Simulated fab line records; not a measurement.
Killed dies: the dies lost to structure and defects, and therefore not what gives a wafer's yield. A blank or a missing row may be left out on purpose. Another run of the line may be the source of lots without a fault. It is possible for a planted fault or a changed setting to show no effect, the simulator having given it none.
Which tool was responsible? + flow n5Finfet + 24 lots, 72 wafers sampled, at 2 steps of a route of 1938

WHAT THE GAUGES READ, wafer by wafer
N5_BEOL_M9_OCD_MEAS_38.
| lot  | measured     | on     | trenchDepthNm (nm) |
|------|--------------|--------|--------------------|
| L074 | day 9 22:16  | ocd-02 | 155.7 155.8 151.7  |
| L075 | day 9 22:46  | ocd-02 | 147.8 149.7 153.8  |
| L076 | day 10 01:42 | ocd-02 | 156.1 152.6 149.9  |
| L078 | day 10 14:50 | ocd-01 | 152.9 152.8 152.5  |
| L077 | day 10 15:16 | ocd-01 | 150.8 151.6 152.2  |
| L079 | day 10 17:30 | ocd-01 | 150.8 150.4 149.7  |
| L080 | day 10 23:00 | ocd-02 | 149.9 149.2 149.8  |
| L081 | day 11 11:18 | ocd-01 | 146.0 150.7 151.3  |
| L082 | day 11 15:55 | ocd-02 | 144.2 149.7 145.9  |
| L083 | day 11 19:14 | ocd-02 | 155.3 152.3 153.4  |
| L084 | day 12 03:47 | ocd-01 | 150.4 149.9 150.7  |
| L085 | day 12 10:46 | ocd-02 | 151.7 150.2 147.4  |
| L086 | day 12 17:15 | ocd-01 | 148.0 145.9 148.2  |
| L088 | day 13 01:11 | ocd-01 | 155.5 149.7 150.3  |
| L089 | day 13 03:13 | ocd-01 | 153.8 150.9 149.1  |
| L090 | day 13 06:53 | ocd-01 | 148.8 148.7 148.1  |
| L087 | day 13 10:59 | ocd-01 | 148.4 150.9 153.2  |
| L091 | day 13 11:14 | ocd-01 | 150.2 156.8 150.0  |
| L092 | day 15 02:14 | ocd-02 | 151.5 150.2 151.7  |
| L093 | day 15 02:14 | ocd-01 | 151.3 147.6 151.5  |
| L097 | day 15 02:24 | ocd-01 | 154.4 146.9 148.1  |
| L094 | day 15 02:54 | ocd-02 | 153.4 154.0 147.8  |
| L095 | day 15 09:25 | ocd-01 | 151.5 147.6 147.8  |
| L096 | day 16 04:40 | ocd-01 | 151.0 153.9 149.8  |

EACH LOT AND THE TOOL THAT RAN IT (in order: tool; ch and the chambers of the sampled wafers; start)
| lot  | N5_BEOL_M9_STRIP_80                          |
|------|----------------------------------------------|
| L074 | rieDiel-02 ch 0,1, day 9 22:16 or earlier    |
| L075 | rieDiel-02 ch 0,1,2, day 9 22:46 or earlier  |
| L076 | rieDiel-02 ch 0,2,3, day 10 01:42 or earlier |
| L078 | rieDiel-06 ch 0,3, day 10 14:50 or earlier   |
| L077 | rieDiel-06 ch 1,3, day 10 15:16 or earlier   |
| L079 | rieDiel-06 ch 1,2, day 10 17:30 or earlier   |
| L080 | rieDiel-06 ch 1,2, day 10 23:00 or earlier   |
| L081 | rieDiel-02 ch 2,3, day 11 11:18 or earlier   |
| L082 | rieDiel-04 ch 0,2, day 11 15:55 or earlier   |
| L083 | rieDiel-02 ch 0,1,3, day 11 19:14 or earlier |
| L084 | rieDiel-06 ch 1,2, day 12 03:47 or earlier   |
| L085 | rieDiel-06 ch 0,2,3, day 12 10:46 or earlier |
| L086 | rieDiel-02 ch 1,2, day 12 17:15 or earlier   |
| L088 | rieDiel-06 ch 0,1,2, day 13 01:11 or earlier |
| L089 | rieDiel-06 ch 0,2,3, day 13 03:13 or earlier |
| L090 | rieDiel-06 ch 1,3, day 13 06:53 or earlier   |
| L087 | rieDiel-02 ch 0,1,2, day 13 10:59 or earlier |
| L091 | rieDiel-06 ch 0,1,2, day 13 11:14 or earlier |
| L092 | rieDiel-02 ch 0,3, day 15 02:14 or earlier   |
| L093 | rieDiel-04 ch 0,2, day 15 02:14 or earlier   |
| L097 | rieDiel-06 ch 0,1,2, day 15 02:24 or earlier |
| L094 | rieDiel-02 ch 0,2,3, day 15 02:54 or earlier |
| L095 | rieDiel-04 ch 0,2, day 15 09:25 or earlier   |
| L096 | rieDiel-06 ch 0,3, day 16 04:40 or earlier   |
- N5_BEOL_M9_STRIP_80: strips in N2/H2, time 10 s.

AS READ BY THE TOOLS THEMSELVES (means over the sampled wafers that have a number; for cases with no such wafer, the mark the record gives instead)
N5_BEOL_M9_STRIP_80.
| lot  | tool       | drypumpMotorCurrentA (A) | oesProductAu (a.u.) | rfVppV (V) | showerheadPlenumPTorr (Torr) | throttleValvePct (%) |
|------|------------|--------------------------|---------------------|------------|------------------------------|----------------------|
| L074 | rieDiel-02 | 5.7                      | 0.90                | 58.6       | 2.60                         | 24.0                 |
| L075 | rieDiel-02 | 5.7                      | 0.83                | 58.7       | 2.58                         | 24.0                 |
| L076 | rieDiel-02 | 5.4                      | 0.81                | 58.7       | 2.58                         | 23.8                 |
| L078 | rieDiel-06 | 5.4                      | 0.72                | 59.4       | 2.49                         | 23.9                 |
| L077 | rieDiel-06 | 5.4                      | 0.75                | 58.6       | 2.47                         | 24.0                 |
| L079 | rieDiel-06 | 5.8                      | 0.81                | 60.0       | 2.49                         | 23.6                 |
| L080 | rieDiel-06 | 5.6                      | 0.79                | 59.1       | 2.52                         | 23.7                 |
| L081 | rieDiel-02 | 5.3                      | 0.76                | 58.8       | 2.56                         | 23.6                 |
| L082 | rieDiel-04 | 6.0                      | 0.70                | 59.3       | 2.53                         | 23.4                 |
| L083 | rieDiel-02 | 5.6                      | 0.84                | 59.6       | 2.59                         | 23.8                 |
| L084 | rieDiel-06 | 5.8                      | 0.80                | 59.0       | 2.49                         | 23.6                 |
| L085 | rieDiel-06 | 5.5                      | 0.85                | 58.3       | 2.50                         | 23.6                 |
| L086 | rieDiel-02 | 5.9                      | 0.79                | 59.1       | 2.56                         | 24.0                 |
| L088 | rieDiel-06 | 5.5                      | 0.85                | 58.2       | 2.53                         | 23.5                 |
| L089 | rieDiel-06 | 5.5                      | 0.84                | 60.6       | 2.50                         | 23.6                 |
| L090 | rieDiel-06 | 5.4                      | 0.73                | 59.4       | 2.49                         | 23.8                 |
| L087 | rieDiel-02 | 5.7                      | 0.79                | 59.8       | 2.57                         | 24.0                 |
| L091 | rieDiel-06 | 5.4                      | 0.85                | 60.0       | 2.53                         | 23.5                 |
| L092 | rieDiel-02 | 5.4                      | 0.82                | 58.9       | 2.58                         | 23.9                 |
| L093 | rieDiel-04 | 6.0                      | 0.92                | 59.6       | 2.53                         | 23.2                 |
| L097 | rieDiel-06 | 5.4                      | 0.83                | 59.6       | 2.53                         | 23.5                 |
| L094 | rieDiel-02 | 5.4                      | 0.77                | 60.0       | 2.56                         | 23.8                 |
| L095 | rieDiel-04 | 6.1                      | 0.79                | 59.9       | 2.57                         | 23.4                 |
| L096 | rieDiel-06 | 5.4                      | 0.78                | 58.9       | 2.47                         | 23.8                 |

THE ANSWER, worked out from the rows above alone
Rule: what is usual is taken from the lots themselves. The widest of any qualifying gaps counts: lots, ordered by their means at a reading, are off when they make up no more than a third of the lots, leave a main group of 4 or more, and stand apart from it by 3 or more times the standard deviation of that group's means. A main group is skipped when, at the precision printed for the reading in the tables above, its means are all equal. A lot without any number at a reading at which 4 lots or more have one is off too. Any other lot the step has rows for is counted as sound. First the gauges in route order, then the tools' own readings, where a lot's mean is used as printed above. The first step at which some lot is off is used, and at that step the reading that is off furthest; a lot without a number counts as furthest.
Nothing can be told from this: no lot is off at any reading shown.

WHAT WAS PUT IN BY THE SIMULATOR
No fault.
